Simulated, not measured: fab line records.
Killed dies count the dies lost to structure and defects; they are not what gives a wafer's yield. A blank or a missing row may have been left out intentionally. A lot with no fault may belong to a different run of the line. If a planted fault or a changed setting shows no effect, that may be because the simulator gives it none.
Matching of chambers + flow nand-harc + 3 sister chambers for NHARC_A_BONDPAD_DEP_00 on pecvd-02
The step deposits SiCN, target thk 250 nm. 20 wafers are shown with their chamber, then 10 later ones without.

## WAFERS PAIRED WITH THEIR CHAMBERS
| wafer  | chamber | showerhead-vpp-V (V) | heater-power-w (W) | heater-power-outer-w (W) |
|--------|---------|----------------------|--------------------|--------------------------|
| L828.1 | 2       | 1294                 | 429                | 255                      |
| L828.2 | 1       | 1234                 | 685                | 385                      |
| L828.4 | 0       | 1254                 | 607                | 345                      |
| L830.1 | 2       | 1315                 | 500                | 306                      |
| L830.2 | 1       | 1233                 | 593                | 304                      |
| L830.3 | 0       | 1223                 | 673                | 386                      |
| L831.1 | 2       | 1338                 | 527                | 322                      |
| L831.4 | 1       | 1223                 | 598                | 320                      |
| L831.5 | 0       | 1234                 | 580                | 331                      |
| L837.2 | 2       | 1326                 | 418                | 256                      |
| L837.4 | 2       | 1316                 | 437                | 264                      |
| L837.6 | 1       | 1227                 | 601                | 310                      |
| L836.2 | 2       | 1329                 | 415                | 254                      |
| L836.4 | 1       | 1241                 | 671                | 362                      |
| L836.5 | 2       | 1323                 | 436                | 268                      |
| L840.2 | 0       | 1212                 | 653                | 378                      |
| L840.3 | 2       | 1330                 | 417                | 253                      |
| L840.4 | 1       | 1222                 | 649                | 356                      |
| L842.1 | 1       | 1224                 | 716                | 400                      |
| L842.2 | 0       | 1226                 | 595                | 333                      |

SIGNATURES (means of the wafers above)
| reading              | chamber 0 | chamber 1 | chamber 2 | scatter within a chamber |
|----------------------|-----------|-----------|-----------|--------------------------|
| showerhead-vpp-V     | 1229.80   | 1229.14   | 1321.38   | 12.2                     |
| heater-power-w       | 621.60    | 644.71    | 447.38    | 44                       |
| heater-power-outer-w | 354.60    | 348.14    | 272.25    | 30.8                     |
Rule: distance of a wafer from a chamber = root of the sum over the readings of ((wafer's reading minus chamber's mean) / reading's scatter) squared. The wafer belongs to the nearest chamber; if the next one is less than 2 further off, it can't be placed. The scatter: take each reading less its chamber's mean, square it, sum over the shown wafers, divide by the number of wafers less the number of chambers, and take the root.

## WAFERS MISSING THEIR CHAMBER
| wafer  | showerhead-vpp-V (V) | heater-power-w (W) | heater-power-outer-w (W) |
|--------|----------------------|--------------------|--------------------------|
| L842.4 | 1213                 | 729                | 403                      |
| L843.2 | 1317                 | 501                | 312                      |
| L843.3 | 1229                 | 670                | 401                      |
| L843.6 | 1311                 | 490                | 322                      |
| L845.1 | 1336                 | 460                | 283                      |
| L845.5 | 1332                 | 452                | 293                      |
| L845.6 | 1239                 | 633                | 360                      |
| L847.3 | 1247                 | 682                | 399                      |
| L847.4 | 1245                 | 712                | 404                      |
| L847.5 | 1246                 | 684                | 402                      |

## WHICH CHAMBER EACH ONE RAN IN
| wafer  | from the rows above     | in truth |
|--------|-------------------------|----------|
| L842.4 | can't be placed: 1 or 0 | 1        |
| L843.2 | 2                       | 2        |
| L843.3 | can't be placed: 1 or 0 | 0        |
| L843.6 | 2                       | 2        |
| L845.1 | 2                       | 2        |
| L845.5 | 2                       | 2        |
| L845.6 | can't be placed: 0 or 1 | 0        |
| L847.3 | can't be placed: 1 or 0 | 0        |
| L847.4 | can't be placed: 1 or 0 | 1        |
| L847.5 | can't be placed: 1 or 0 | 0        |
Correct placement for 4 of the 10. From these rows, 6 cannot be placed; in 6 the true chamber is one of the candidates. 0 placed wrongly.
